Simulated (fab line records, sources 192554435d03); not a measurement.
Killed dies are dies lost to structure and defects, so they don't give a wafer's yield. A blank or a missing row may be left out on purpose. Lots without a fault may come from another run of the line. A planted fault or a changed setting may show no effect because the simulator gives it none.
Chamber matching | flow n5_finfet | N5_BEOL_M4_ETCH_77 on rie_diel-02: 4 sister chambers
The step etches underlayer in N2/H2, target depth 6.5 nm, time 5.2 s. 16 wafers are shown with their chamber, then 8 later ones without.

WAFERS WITH THEIR CHAMBER
wafer  | chamber | drypump_motor_current_A (A) | throttle_valve_pct (%) | showerhead_plenum_p_Torr (Torr)
L074.1 | 0       | 6.2                         | 17.66                  | 2.60
L074.3 | 2       | 6.6                         | 18.21                  | 2.64
L074.4 | 3       | 5.2                         | 17.63                  | 2.52
L077.1 | 2       | 6.6                         | 18.19                  | 2.64
L077.4 | 3       | 5.2                         | 17.64                  | 2.52
L077.5 | 2       | 6.6                         | 18.18                  | 2.64
L081.1 | 2       | 6.6                         | 18.24                  | 2.63
L081.3 | 0       | 6.2                         | 17.70                  | 2.60
L081.4 | 1       | 5.8                         | 17.82                  | 2.52
L084.1 | 0       | 6.2                         | 17.66                  | 2.59
L084.5 | 3       | 5.2                         | 17.66                  | 2.51
L084.6 | 2       | 6.7                         | 18.22                  | 2.63
L085.2 | 2       | 6.6                         | 18.26                  | 2.63
L085.3 | 0       | 6.2                         | 17.67                  | 2.59
L085.4 | 1       | 5.8                         | 17.84                  | 2.51
L088.1 | 2       | 6.7                         | 18.23                  | 2.63

SIGNATURES (means of the wafers above)
reading                  | chamber 0 | chamber 1 | chamber 2 | chamber 3 | scatter within a chamber
drypump_motor_current_A  | 6.200     | 5.800     | 6.629     | 5.200     | 0.0345
throttle_valve_pct       | 17.6725   | 17.8300   | 18.2186   | 17.6433   | 0.0231
showerhead_plenum_p_Torr | 2.5950    | 2.5150    | 2.6343    | 2.5167    | 0.00569
Rule: a wafer's distance from a chamber is the root of the sum, over the readings, of the square of ((its reading less the chamber's mean) divided by the reading's scatter). The wafer belongs to the nearest chamber; if the next one is less than 2 further off, it can't be placed. The scatter: the root of (the sum of the squares of (reading less its chamber's mean) over the shown wafers, divided by (wafers less chambers)).

WAFERS WITHOUT THEIR CHAMBER
wafer  | drypump_motor_current_A (A) | throttle_valve_pct (%) | showerhead_plenum_p_Torr (Torr)
L088.2 | 5.8                         | 17.83                  | 2.51
L088.5 | 6.7                         | 18.25                  | 2.63
L094.2 | 5.3                         | 17.71                  | 2.50
L094.3 | 6.2                         | 17.72                  | 2.58
L094.5 | 5.9                         | 17.86                  | 2.51
L097.3 | 5.2                         | 17.72                  | 2.50
L097.5 | 6.6                         | 18.31                  | 2.62
L097.6 | 5.9                         | 17.89                  | 2.50

WHICH CHAMBER EACH WENT THROUGH
wafer  | from the rows above | in truth
L088.2 | 1                   | 1
L088.5 | 2                   | 2
L094.2 | 3                   | 3
L094.3 | 0                   | 0
L094.5 | 1                   | 1
L097.3 | 3                   | 3
L097.5 | 2                   | 2
L097.6 | 1                   | 1
Placed correctly: 8 of 8. Can't be placed from these rows: 0. Placed wrongly: 0.
